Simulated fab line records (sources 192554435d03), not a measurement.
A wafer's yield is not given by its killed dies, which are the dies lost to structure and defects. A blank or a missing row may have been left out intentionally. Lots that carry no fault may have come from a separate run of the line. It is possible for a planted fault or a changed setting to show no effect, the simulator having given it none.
Split-lot study | flow n5 finfet | 39 wafers read from 7 lots, route of 1938 steps

## THE SPLIT
At N5_SD_EPI_N_ETCH_45 (etches SiOCN in CH3F/O2, target depth 6 nm), the setting target depth a was moved away from the recipe's 60 angstrom on 18 of the 39 wafers read, by -9.4% to +11.9%. This setting was run at the recipe's value on the other wafers.

The split's own step is where the reading is taken.

## THE READING
etch.depth nm (the simulator's own value, which no gauge read), in nm, at N5_SD_EPI_N_ETCH_45 (etches SiOCN in CH3F/O2, target depth 6 nm). No usual value for it is given in the file. Here, 21 wafers ran the recipe; their average is 6.028 nm with a standard deviation of 0.1 nm.

wafer  | tool, chamber at the split | target depth a as run, angstrom | against the recipe | etch.depth nm, nm | against lot-mates on the recipe
L075.1 | rie diel-06, 3             | 62.52                           | +4.2%              | 6.177             | +0.238
L075.2 | rie diel-06, 1             | 60                              | recipe             | 5.926             | -
L075.3 | rie diel-06, 2             | 60                              | recipe             | 6.01              | -
L075.4 | rie diel-06, 0             | 62.52                           | +4.2%              | 6.335             | +0.396
L075.5 | rie diel-06, 2             | 62.52                           | +4.2%              | 6.254             | +0.315
L075.6 | rie diel-06, 1             | 60                              | recipe             | 5.88              | -
L082.1 | rie diel-06, 1             | 60                              | recipe             | 5.852             | -
L082.2 | rie diel-06, 3             | 54.36                           | -9.4%              | 5.405             | -0.512
L082.3 | rie diel-06, 2             | 54.36                           | -9.4%              | 5.412             | -0.505
L082.4 | rie diel-06, 0             | 54.36                           | -9.4%              | 5.377             | -0.540
L082.5 | rie diel-06, 3             | 60                              | recipe             | 5.933             | -
L082.6 | rie diel-06, 2             | 60                              | recipe             | 5.965             | -
L086.1 | rie diel-06, 1             | 62.5                            | +4.2%              | 6.044             | +0.063
L086.2 | rie diel-06, 3             | 60                              | recipe             | 6.008             | -
L086.3 | rie diel-06, 2             | 60                              | recipe             | 6.002             | -
L086.4 | rie diel-06, 0             | 62.5                            | +4.2%              | 6.195             | +0.214
L086.5 | rie diel-06, 3             | 62.5                            | +4.2%              | 6.305             | +0.324
L086.6 | rie diel-06, 0             | 60                              | recipe             | 5.934             | -
L087.3 | rie diel-05, 0             | 60                              | recipe             | 6.119             | -
L087.4 | rie diel-05, 3             | 60                              | recipe             | 6.113             | -
L087.6 | rie diel-05, 1             | 60                              | recipe             | 6.236             | -
L091.1 | rie diel-01, 0             | 64.84                           | +8.1%              | 6.594             | +0.471
L091.2 | rie diel-01, 1             | 60                              | recipe             | 6.092             | -
L091.3 | rie diel-01, 3             | 64.84                           | +8.1%              | 6.548             | +0.425
L091.4 | rie diel-01, 2             | 60                              | recipe             | 6.191             | -
L091.5 | rie diel-01, 3             | 60                              | recipe             | 6.085             | -
L091.6 | rie diel-01, 0             | 64.84                           | +8.1%              | 6.612             | +0.489
L093.1 | rie diel-01, 1             | 60                              | recipe             | 6.091             | -
L093.2 | rie diel-01, 0             | 62.91                           | +4.8%              | 6.397             | +0.304
L093.3 | rie diel-01, 2             | 60                              | recipe             | 6.146             | -
L093.4 | rie diel-01, 3             | 60                              | recipe             | 6.042             | -
L093.5 | rie diel-01, 1             | 62.91                           | +4.8%              | 6.394             | +0.301
L093.6 | rie diel-01, 2             | 62.91                           | +4.8%              | 6.487             | +0.394
L095.1 | rie diel-06, 1             | 60                              | recipe             | 5.867             | -
L095.2 | rie diel-06, 0             | 67.13                           | +11.9%             | 6.681             | +0.695
L095.3 | rie diel-06, 2             | 60                              | recipe             | 6.054             | -
L095.4 | rie diel-06, 1             | 67.13                           | +11.9%             | 6.505             | +0.519
L095.5 | rie diel-06, 2             | 60                              | recipe             | 6.038             | -
L095.6 | rie diel-06, 0             | 67.13                           | +11.9%             | 6.688             | +0.702

THE FIT
A straight line over all 39 wafers: etch.depth nm changes by +0.0602 nm for each +1% of target depth a; r = +0.94; the points scatter about the line by 0.11 nm.
The same after taking each lot's own level away (the mean of its wafers on the recipe; 39 wafers): +0.056 nm for each +1%; r = +0.97; scatter 0.069 nm.
On that fit, the largest move of target depth a shifts the reading by 0.67 nm.
Across the lots, their own levels run from 5.9167 to 6.1560 nm, a range of 2.3 times the standard deviation given above.
Consequently the slope shifts little with the lot-to-lot level, the two slopes agreeing.
Check: for one of the wafers moved furthest among these (+11.9%), held out of the fit, the line's prediction against its lot-mates is +0.67 nm. Against them it came out at +0.695 nm.

## OTHER SPLITS APPLIED TO THESE WAFERS
Other splits were also applied to these wafers ahead of the reading. Each is held against what the fit with the lots' levels taken away leaves over:
other split on the same wafers          | wafers away from the commonest value | r with etch.depth nm (lot level and that fit taken away)
N5_FIN_SAQP_SPACER2_ALD_28 target thk a | 12                                   | +0.04

## FILE'S OWN FIT
etch.depth nm changes by +0.0565 nm for each +1% of target depth a, r = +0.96.
